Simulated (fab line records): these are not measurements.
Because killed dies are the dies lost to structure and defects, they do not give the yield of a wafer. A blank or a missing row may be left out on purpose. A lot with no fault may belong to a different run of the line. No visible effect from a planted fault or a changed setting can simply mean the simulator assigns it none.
fab line records	flow n5Finfet
[record] lots = 7	wafers = 39
route steps=1938 shown WELL_APT@48 FIN_SAQP@102 DUMMY_GATE@215 HKMG_FIN@386 MOL_CONTACT_COAG@551
startH: start of the lot's first displayed wafer, in hours after the record's first day	waitH: hours since the lot's step before	" repeats the value in the row above	L1.1+2: several wafers, shown together as one row	- no value, or no start given	* or withheld: withheld	< > ~ a bound
route shown NAME@n: a module of which the file shows steps, and the number in the route of the first	usual: the fault-free wafers' mean and standard deviation	same: alike in all rows	chamber/n: place in a boat	sites: per-site readings	_std_site: their standard deviation	_edge_site: outer sites' mean less inner sites'	radiusMm: how far each site lies from the wafer's centre	mask NAME#n: copy n	behind: the last tool/chamber to shape the wafer	hold: what put the lot on hold/how long, in hours/how the hold closed	device: whichever transistor did not switch (one of n, p or np)	end of line: the tests these same wafers got at the end of their route	where a step has no rows: the recipe by itself	killed: the dies lost at the first sort to structure and to defects; this is not the yield of the wafer	map: a wafer's dies, x killed, . not, _ none there
set.NAME: the setting that was run; set.NAME@STEP: the one run at that earlier step	model.NAME: the simulator's own value behind a step, which no gauge read
lots run with intentionally changed settings; tables by step, rows by wafer
[[steps]]
[step N5_WELL_APT_IMPLANT_32]
[recipe] species = BF2	energyKev = 50	doseCm2 = 2e+13	tiltDeg = 0	rotationDeg = 0
lot.wafer	tool	chamber	startH	waitH	set.energyKev	model.implant.rpNm	model.implant.drpNm
L078.1+4+5	implanter-02	0	39.35	0.1	43.32	32.77	16.77
L078.2+3+6	"	0	"	"	50	37.57	18.55
L081.1+2+3+4+5+6	implanter-01	0	57.52	0.1	50	35.95	18.55
L082.1+4+5	implanter-02	0	63.17	0.1	44.7	33.56	17.14
L082.2+3+6	"	0	"	"	50	37.49	18.55
L083.1+4+5	implanter-01	0	69.17	0.1	56.84	40.77	20.37
L083.2+3+6	"	0	"	"	50	35.9	18.55
L087.1+5+6	implanter-01	0	93.36	0.1	50	37.09	18.55
L089.1+2+3+4+5+6	implanter-02	0	105.38	0.1	50	36.72	18.55
L096.1+5+6	implanter-01	0	147.46	0.1	43.11	32.21	16.71
L096.2+3+4	"	0	"	"	50	37.08	18.55
[step N5_FIN_SAQP_HM_DEP_72]
[recipe] material = SiO2	targetThkA = 120	tempC = 400	precursor = SiH4/N2O	pressureTorr = 0.75	rfW = 275	timeS = 7.2
lot.wafer	tool	chamber	startH	waitH	set.targetThkA	model.SiO2_of_FIN_SAQP_HM_DEP_72.thkNm
L078.1	pecvd-03	0	44.97	0.0	120	12.03
L078.2	"	1	"	"	110.6	10.94
L078.3	"	0	"	"	120	12.38
L078.4	"	1	"	"	110.6	11.07
L078.5	"	0	"	"	120	12.13
L078.6	"	1	"	"	110.6	11.33
L081.1	pecvd-02	2	63.72	0.0	120	11.77
L081.2	"	1	"	"	120	12.01
L081.3	"	0	"	"	120	11.89
L081.4	"	0	"	"	120	12.18
L081.5	"	2	"	"	120	12.06
L081.6	"	1	"	"	120	12.27
L082.1	pecvd-02	0	68.55	0.0	129.7	13.08
L082.2	"	1	"	"	129.7	13
L082.3	"	2	"	"	120	12.06
L082.4	"	1	"	"	120	12.37
L082.5	"	2	"	"	129.7	13.29
L082.6	"	0	"	"	120	12.28
L083.1	pecvd-03	2	74.62	0.0	120	11.76
L083.2	"	1	"	"	120	11.75
L083.3	"	0	"	"	120	11.93
L083.4	"	2	"	"	120	12
L083.5	"	0	"	"	120	12.4
L083.6	"	1	"	"	120	11.9
L087.1	pecvd-04	0	100.81	0.0	120	11.91
L087.5	"	0	"	"	120	12.51
L087.6	"	2	"	"	120	12.16
L089.1	pecvd-04	1	111.35	0.0	109	10.64
L089.2	"	0	"	"	109	10.95
L089.3	"	2	"	"	120	11.63
L089.4	"	1	"	"	120	11.73
L089.5	"	2	"	"	120	11.99
L089.6	"	0	"	"	109	11.15
L096.1	pecvd-03	0	155.27	0.0	107.9	10.8
L096.2	"	2	"	"	107.9	10.9
L096.3	"	1	"	"	107.9	10.79
L096.4	"	1	"	"	120	12.15
L096.5	"	2	"	"	120	12.13
L096.6	"	0	"	"	120	12.08
[step N5_FIN_SAQP_COAT_49]
[recipe] resist = SOC	tempC = 250	timeS = 60	spinRpm = 1500	resistThkNm = 100
[step N5_FIN_SAQP_COAT_50]
[recipe] resist = SiARC	tempC = 220	timeS = 60	spinRpm = 1500	resistThkNm = 35
[step N5_FIN_SAQP_ETCH_52]
[recipe] chemistry = N2/H2	target = SOC	targetDepthA = 1000	overetchA = 200	maskMaterial = SiARC	tempC = 40	timeS = 150	ionEnergyEv = 200	pressureMtorr = 30	sourceW = 840	biasW = 150	n2FlowSccm = 200	h2FlowSccm = 200	ends = endPoint
[step N5_FIN_SAQP_STRIP_53]
[recipe] chemistry = N2/H2	tempC = 40	n2FlowSccm = 200	h2FlowSccm = 200	rfFrequencyHz = 6e+07
[step N5_FIN_SAQP_HM_OPEN_73]
[recipe] chemistry = CHF3/O2	target = SiO2	stopOn = a-Si	targetDepthA = 120	overEtchFrac = 1.8	maskMaterial = SOC	timeS = 16.8	pressureMtorr = 30	sourceW = 650	biasW = 170	Ar_flow_sccm = 200	CHF3_flow_sccm = 50	O2_flow_sccm = 5	ionEnergyEv = 200	ends = endPoint
lot.wafer	tool	chamber	startH	waitH	set.targetThkA@FIN_SAQP_HM_DEP_72	model.etch.depthNm
L078.1	rieDiel-06	1	45.74	0.0	120	12.03
L078.2	"	3	"	"	110.6	10.94
L078.3	"	0	"	"	120	12.38
L078.4	"	2	"	"	110.6	11.07
L078.5	"	1	"	"	120	12.13
L078.6	"	2	"	"	110.6	11.33
L081.1	rieDiel-02	2	64.85	0.0	120	11.77
L081.2	"	3	"	"	120	12.01
L081.3	"	1	"	"	120	11.89
L081.4	"	0	"	"	120	12.18
L081.5	"	0	"	"	120	12.06
L081.6	"	3	"	"	120	12.27
L082.1	rieDiel-01	1	69.17	0.0	129.7	13.08
L082.2	"	3	"	"	129.7	13
L082.3	"	0	"	"	120	12.06
L082.4	"	2	"	"	120	12.37
L082.5	"	0	"	"	129.7	13.29
L082.6	"	3	"	"	120	12.28
L083.1	rieDiel-01	0	75.24	0.0	120	11.76
L083.2	"	2	"	"	120	11.75
L083.3	"	3	"	"	120	11.93
L083.4	"	3	"	"	120	12
L083.5	"	0	"	"	120	12.4
L083.6	"	2	"	"	120	11.9
L087.1	rieDiel-02	0	101.51	0.0	120	11.91
L087.5	"	3	"	"	120	12.51
L087.6	"	2	"	"	120	12.16
L089.1	rieDiel-01	2	111.96	0.0	109	10.64
L089.2	"	0	"	"	109	10.95
L089.3	"	3	"	"	120	11.63
L089.4	"	1	"	"	120	11.73
L089.5	"	0	"	"	120	11.99
L089.6	"	3	"	"	109	11.15
L096.1	rieDiel-06	2	155.89	0.0	107.9	10.8
L096.2	"	0	"	"	107.9	10.9
L096.3	"	3	"	"	107.9	10.79
L096.4	"	3	"	"	120	12.15
L096.5	"	2	"	"	120	12.13
L096.6	"	0	"	"	120	12.08
[step N5_DUMMY_GATE_CVD_03]
[recipe] material = a-Si	targetThkA = 1500	tempC = 530	precursor = SiH4	timeS = 8042
lot.wafer	tool	chamber	startH	waitH	set.tempC	model.a-Si_of_DUMMY_GATE_CVD_03.thkNm
L078.1	-	-	-	0.1	508.5	79.8
L078.2+5	"	-	"	"	508.5	80
L078.3	"	-	"	"	508.5	80.6
L078.4	"	-	"	"	508.5	79.6
L078.6	"	-	"	"	508.5	80.2
L081.1+2	-	-	-	0.1	530	149
L081.3	"	-	"	"	530	149.4
L081.4	"	-	"	"	530	147.6
L081.5	"	-	"	"	530	149.6
L081.6	"	-	"	"	530	149.2
L082.1+2	-	-	-	0.1	530	150.8
L082.3+6	"	-	"	"	530	151.2
L082.4	"	-	"	"	530	150.2
L082.5	"	-	"	"	530	151
L083.1	-	-	-	0.1	530	149.6
L083.2	"	-	"	"	530	149
L083.3	"	-	"	"	530	148.8
L083.4	"	-	"	"	530	149.8
L083.5	"	-	"	"	530	147.8
L083.6	"	-	"	"	530	148.4
L087.1	lpcvd-02	1/65	117.72	0.1	530	150
L087.5	"	1/84	"	"	530	151
L087.6	"	1/89	"	"	530	150.6
L089.1	-	-	-	0.1	530	152.4
L089.2+3+6	"	-	"	"	530	152
L089.4	"	-	"	"	530	152.2
L089.5	"	-	"	"	530	151.6
L096.1	-	-	-	0.1	530	149.2
L096.2+3	"	-	"	"	530	149.8
L096.4	"	-	"	"	530	149.6
L096.5	"	-	"	"	530	149
L096.6	"	-	"	"	530	149.4
[step N5_DUMMY_GATE_ETCH_31]
[recipe] chemistry = C4F6/O2	target = SiO2	maskMaterial = SOC	targetDepthA = 825	timeS = 27.5	ionEnergyEv = 250	pressureMtorr = 30	sourceW = 345	biasW = 185	Ar_flow_sccm = 300	C4F6_flow_sccm = 10	O2_flow_sccm = 10
lot.wafer	tool	chamber	startH	waitH	set.targetDepthA	model.etch.depthNm	model.SOC_of_DUMMY_GATE_COAT_34.thkNm
L078.1	rieDiel-04	0	77.19	0.1	734.4	73.84	52.8
L078.2	"	2	"	"	825	83.31	51.8
L078.3	"	3	"	"	734.4	72.96	53
L078.4	"	1	"	"	825	82.08	52.2
L078.5	"	3	"	"	825	82.25	52
L078.6	"	0	"	"	734.4	73.93	52.6
L081.1	rieDiel-04	2	90.57	0.0	927.3	93.13	50.6
L081.2	"	3	"	"	927.3	93.3	50.8
L081.3	"	0	"	"	825	82.46	51.4
L081.4	"	1	"	"	825	81.63	51.8
L081.5	"	1	"	"	825	82.19	51.8
L081.6	"	0	"	"	927.3	93.35	50
L082.1	rieDiel-04	3	93.52	0.0	737.3	74.05	52.6
L082.2	"	2	"	"	825	82.93	51.6
L082.3	"	0	"	"	737.3	73.93	52.4
L082.4	"	1	"	"	825	82.34	52
L082.5	"	2	"	"	737.3	74.37	52.6
L082.6	"	1	"	"	825	81.66	52
L083.1	rieDiel-05	3	99.12	0.0	770.9	76.45	52.6
L083.2	"	0	"	"	825	82.42	52
L083.3	"	2	"	"	825	80.92	52.4
L083.4	"	1	"	"	770.9	78.57	52.2
L083.5	"	1	"	"	825	84.63	51.4
L083.6	"	2	"	"	770.9	75.65	52.8
L087.1	rieDiel-03	3	128.72	0.0	825	81.32	51.8
L087.5	"	1	"	"	825	82.61	51.6
L087.6	"	2	"	"	825	83.15	51.8
L089.1	rieDiel-05	3	136.06	0.3	897.7	89.4	51
L089.2	"	0	"	"	825	82.27	51.6
L089.3	"	1	"	"	897.7	91.79	50.6
L089.4	"	2	"	"	825	82.31	51.6
L089.5	"	0	"	"	825	82.21	51.6
L089.6	"	3	"	"	897.7	88.92	51
L096.1	rieDiel-05	0	179.22	0.0	928.9	91.3	50.8
L096.2	"	1	"	"	928.9	93.84	50.4
L096.3	"	3	"	"	825	81.72	51.8
L096.4	"	2	"	"	825	82.98	51.8
L096.5	"	1	"	"	825	84.04	51.6
L096.6	"	2	"	"	928.9	93.1	50.8
[step N5_HKMG_FIN_HK_ALD_01]
[recipe] material = HfO2	targetThkA = 16	tempC = withheld	aldPrecursorFamily = HfCl4	aldCoReactant = H2O	pulseTimeS = 3	purgeTimeS = 3	coReactantPurgeTimeS = 2.5	coReactantPulseTimeS = 0.3	aldCycles = 30
lot.wafer	tool	chamber	startH	waitH	set.aldCycles
L078.1+2+3+4+5+6	aldHk-01	3,1,2,0,3,2	100.36	0.0	30
L081.1+4+5	aldHk-03	2,1,3	113.62	0.0	30
L081.2+3+6	"	3,0,0	"	"	28
L082.1+2+3+4+5+6	aldHk-02	2,0,3,1,1,0	118.40	0.0	30
L083.1+5+6	aldHk-02	3,2,1	122.51	0.0	33
L083.2+3+4	"	2,1,0	"	"	30
L087.1+5+6	aldHk-01	3,3,0	152.70	0.0	30
L089.1+2+3	aldHk-01	2,3,1	165.23	0.0	35
L089.4+5+6	"	0,2,3	"	"	30
L096.1+3+5	aldHk-02	3,1,0	203.76	0.1	30
L096.2+4+6	"	0,2,3	"	"	34
[step N5_HKMG_FIN_HK_ANNEAL_02]
[recipe] tempC = 700	timeS = 30	ambient = N2	idleTempC = 600	rampUpCPerS = 150	rampDownCPerS = 60	coolToC = 600
[step N5_HKMG_FIN_ALD_74]
[recipe] material = La2O3	targetThkA = 5	tempC = 250	aldPrecursorFamily = La-Cp	aldCoReactant = O3	pulseTimeS = 6	coReactantPulseTimeS = 1	purgeTimeS = 3	coReactantPurgeTimeS = 3
[step N5_HKMG_FIN_WET_ETCH_82]
[recipe] chemistry = dHCl	mix = 1:10000	tempC = 25	target = La2O3	stopOn = HfO2	targetDepthNm = 2	dry = ipaMarangoni	rinseTimeS = 30	rinseTempC = 23
[step N5_HKMG_FIN_ALD_36]
[recipe] material = TiN	targetThkA = 10	tempC = 400	aldPrecursorFamily = TiCl4	aldCoReactant = NH3	pulseTimeS = 1	purgeTimeS = 3	coReactantPurgeTimeS = 2	coReactantPulseTimeS = 2	aldCycles = 47	pressureTorr = 3
[step N5_HKMG_FIN_THK_MEAS_70]
[recipe] thkMeasGauge = xrf	reads = HfO2_of_HKMG_FIN_HK_ALD_01
[usual] HK_THK = 1.613/0.019
lot.wafer	tool	chamber	startH	waitH	set.aldCycles@HKMG_FIN_HK_ALD_01	HK_THK[nm]
L078.1	filmMetro-02	-	103.98	0.2	30	1.602
L078.2	"	-	"	"	30	1.614
L078.3	"	-	"	"	30	1.632
L078.4	"	-	"	"	30	1.629
L078.5	"	-	"	"	30	1.627
L078.6	"	-	"	"	30	1.659
L081.1	filmMetro-02	-	117.38	0.2	30	1.637
L081.2	"	-	"	"	28	1.508
L081.3	"	-	"	"	28	1.555
L081.4	"	-	"	"	30	1.622
L081.5	"	-	"	"	30	1.603
L081.6	"	-	"	"	28	1.524
L082.1	filmMetro-02	-	121.85	0.2	30	1.612
L082.2	"	-	"	"	30	1.581
L082.3	"	-	"	"	30	1.610
L082.4	"	-	"	"	30	1.626
L082.5	"	-	"	"	30	1.604
L082.6	"	-	"	"	30	1.590
L083.1	filmMetro-02	-	126.01	0.2	33	1.756
L083.2	"	-	"	"	30	1.601
L083.3	"	-	"	"	30	1.618
L083.4	"	-	"	"	30	1.640
L083.5	"	-	"	"	33	1.798
L083.6	"	-	"	"	33	1.817
L087.1	filmMetro-01	-	156.53	0.2	30	1.603
L087.5	"	-	"	"	30	1.598
L087.6	"	-	"	"	30	1.601
L089.1	filmMetro-01	-	168.80	0.2	35	1.857
L089.2	"	-	"	"	35	1.863
L089.3	"	-	"	"	35	1.890
L089.4	"	-	"	"	30	1.597
L089.5	"	-	"	"	30	1.597
L089.6	"	-	"	"	30	1.595
L096.1	filmMetro-02	-	207.24	0.2	30	1.603
L096.2	"	-	"	"	34	1.830
L096.3	"	-	"	"	30	1.579
L096.4	"	-	"	"	34	1.825
L096.5	"	-	"	"	30	1.580
L096.6	"	-	"	"	34	1.811
[step N5_HKMG_FIN_ETCH_35]
[recipe] chemistry = N2/H2	target = SOC	targetDepthA = 2158	ionEnergyEv = 65	biasW = 5	sourceW = 3000	timeS = 243.4	pressureMtorr = 30	n2FlowSccm = 200	h2FlowSccm = 200
lot.wafer	tool	chamber	startH	waitH	set.timeS	model.HKMG_FIN.featureDepthNm	model.etch.depthNm	model.SOC_of_HKMG_FIN_COAT_29.thkNm
L078.1	rieDiel-06	1	105.47	0.0	243.4	217	217	82.6
L078.2	"	3	"	"	243.4	212.8	212.8	87.2
L078.3	"	0	"	"	243.4	210	210	89.6
L078.4	"	2	"	"	243.4	215	214.9	84
L078.5	"	3	"	"	243.4	213.6	213.5	85.2
L078.6	"	0	"	"	243.4	211.8	211.8	87.6
L081.1	rieDiel-06	2	118.64	0.0	243.4	216.6	216.7	83.6
L081.2	"	0	"	"	266.7	228.6	228.6	71
L081.3	"	3	"	"	266.7	234.6	234.7	63.8
L081.4	"	1	"	"	243.4	217.6	217.5	82.2
L081.5	"	3	"	"	266.7	235.2	235.2	64.4
L081.6	"	2	"	"	243.4	216.6	216.6	83.6
L082.1	rieDiel-06	2	122.99	0.0	243.4	217	217	82.6
L082.2	"	0	"	"	243.4	208.4	208.4	92.8
L082.3	"	1	"	"	243.4	218.4	218.3	82.8
L082.4	"	3	"	"	243.4	213.4	213.5	86.2
L082.5	"	1	"	"	243.4	216	216.1	83.8
L082.6	"	2	"	"	243.4	215.6	215.6	84.2
L083.1	rieDiel-02	1	127.28	0.0	243.4	211.4	211.5	89.2
L083.2	"	2	"	"	288	256.8	256.8	44.6
L083.3	"	3	"	"	243.4	215	215	86.2
L083.4	"	0	"	"	243.4	213.6	213.6	88.6
L083.5	"	2	"	"	288	253.6	253.6	47.8
L083.6	"	3	"	"	288	253.4	253.4	48
L087.1	rieDiel-01	1	157.80	0.0	243.4	217.6	217.6	80.8
L087.5	"	3	"	"	243.4	224	224.1	74.8
L087.6	"	2	"	"	243.4	217.6	217.7	81.2
L089.1	rieDiel-06	2	170.06	0.0	243.4	210.8	210.7	89
L089.2	"	1	"	"	191.3	171.8	171.9	128.6
L089.3	"	0	"	"	191.3	163.6	163.5	136.2
L089.4	"	3	"	"	243.4	211.4	211.4	87.6
L089.5	"	2	"	"	191.3	165.8	165.9	133
L089.6	"	1	"	"	243.4	219.8	219.8	80.6
L096.1	rieDiel-01	0	208.50	0.0	243.4	213.8	213.9	87.6
L096.2	"	3	"	"	243.4	224.4	224.4	77
L096.3	"	1	"	"	243.4	216.2	216.2	85.8
L096.4	"	2	"	"	243.4	218.8	218.9	82.2
L096.5	"	3	"	"	243.4	224	224.1	77.8
L096.6	"	2	"	"	243.4	216.4	216.3	84.4
[step N5_MOL_CONTACT_COAG_SPUTTER_130]
[recipe] material = Co	targetThkA = 475	tempC = 25	chamberPressurePa = 0.5	powerW = 3000
lot.wafer	tool	chamber	startH	waitH	set.targetThkA	model.Co_of_MOL_CONTACT_COAG_SPUTTER_130.thkNm
L078.1	pvdSputter-01	-	124.35	0.0	475	47.6
L078.2	"	-	"	"	475	48
L078.3+6	"	-	"	"	495.6	49.8
L078.4	"	-	"	"	495.6	49.2
L078.5	"	-	"	"	475	47
L081.1+3	pvdSputter-03	-	136.09	0.0	475	48
L081.2	"	-	"	"	475	47.6
L081.4	"	-	"	"	437.8	44
L081.5	"	-	"	"	437.8	43.6
L081.6	"	-	"	"	437.8	44.2
L082.1+6	pvdSputter-03	-	139.71	0.0	492.5	49.4
L082.2+5	"	-	"	"	475	47.2
L082.3	"	-	"	"	492.5	49.2
L082.4	"	-	"	"	475	47.8
L083.1	pvdSputter-02	-	146.15	0.0	475	47
L083.2	"	-	"	"	409.9	40.8
L083.3+6	"	-	"	"	409.9	40
L083.4+5	"	-	"	"	475	46.8
L087.1	pvdSputter-03	-	173.90	0.0	475	48.2
L087.5	"	-	"	"	475	48.4
L087.6	"	-	"	"	475	48.6
L089.1+4	pvdSputter-01	-	189.49	0.0	475	47.6
L089.2	"	-	"	"	475	47.8
L089.3	"	-	"	"	448.6	45
L089.5	"	-	"	"	448.6	44.6
L089.6	"	-	"	"	448.6	45.2
L096.1+3	pvdSputter-02	-	226.51	0.0	475	47.6
L096.2	"	-	"	"	475	48.4
L096.4+5	"	-	"	"	475	47.4
L096.6	"	-	"	"	475	48
[[key]]
[split] step = N5_WELL_APT_IMPLANT_32	setting = energyKev	stated = 50	by = wafer
[response] step = N5_WELL_APT_IMPLANT_32	reading = model.implant.rpNm	change = +0.359	per = 1%	r = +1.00
[response] step = N5_WELL_APT_IMPLANT_32	reading = model.implant.drpNm	change = +0.133	per = 1%	r = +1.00
[split] step = N5_FIN_SAQP_HM_DEP_72	setting = targetThkA	stated = 120	by = wafer
[response] step = N5_FIN_SAQP_HM_DEP_72	reading = model.SiO2_of_FIN_SAQP_HM_DEP_72.thkNm	change = +0.117	per = 1%	r = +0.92
[response] step = N5_FIN_SAQP_HM_OPEN_73	reading = model.etch.depthNm	change = +0.117	per = 1%	r = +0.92
[split] step = N5_DUMMY_GATE_CVD_03	setting = tempC	stated = 530	by = lot
[response] step = N5_DUMMY_GATE_CVD_03	reading = model.a-Si_of_DUMMY_GATE_CVD_03.thkNm	change = +17.3	per = 1%	r = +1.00
[split] step = N5_DUMMY_GATE_ETCH_31	setting = targetDepthA	stated = 825	by = wafer
[response] step = N5_DUMMY_GATE_ETCH_31	reading = model.etch.depthNm	change = +0.831	per = 1%	r = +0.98
[response] step = N5_DUMMY_GATE_ETCH_31	reading = model.SOC_of_DUMMY_GATE_COAT_34.thkNm	change = -0.0819	per = 1%	r = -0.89
[split] step = N5_HKMG_FIN_HK_ALD_01	setting = aldCycles	stated = 30	by = wafer
[response] step = N5_HKMG_FIN_THK_MEAS_70	reading = HK_THK	change = +0.0167	per = 1%	r = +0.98
[split] step = N5_HKMG_FIN_ETCH_35	setting = timeS	stated = 243.4	by = wafer
[response] step = N5_HKMG_FIN_ETCH_35	reading = model.HKMG_FIN.featureDepthNm	change = +2.16	per = 1%	r = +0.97
[response] step = N5_HKMG_FIN_ETCH_35	reading = model.etch.depthNm	change = +2.16	per = 1%	r = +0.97
[response] step = N5_HKMG_FIN_ETCH_35	reading = model.SOC_of_HKMG_FIN_COAT_29.thkNm	change = -2.17	per = 1%	r = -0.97
[split] step = N5_MOL_CONTACT_COAG_SPUTTER_130	setting = targetThkA	stated = 475	by = wafer
[response] step = N5_MOL_CONTACT_COAG_SPUTTER_130	reading = model.Co_of_MOL_CONTACT_COAG_SPUTTER_130.thkNm	change = +0.488	per = 1%	r = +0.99
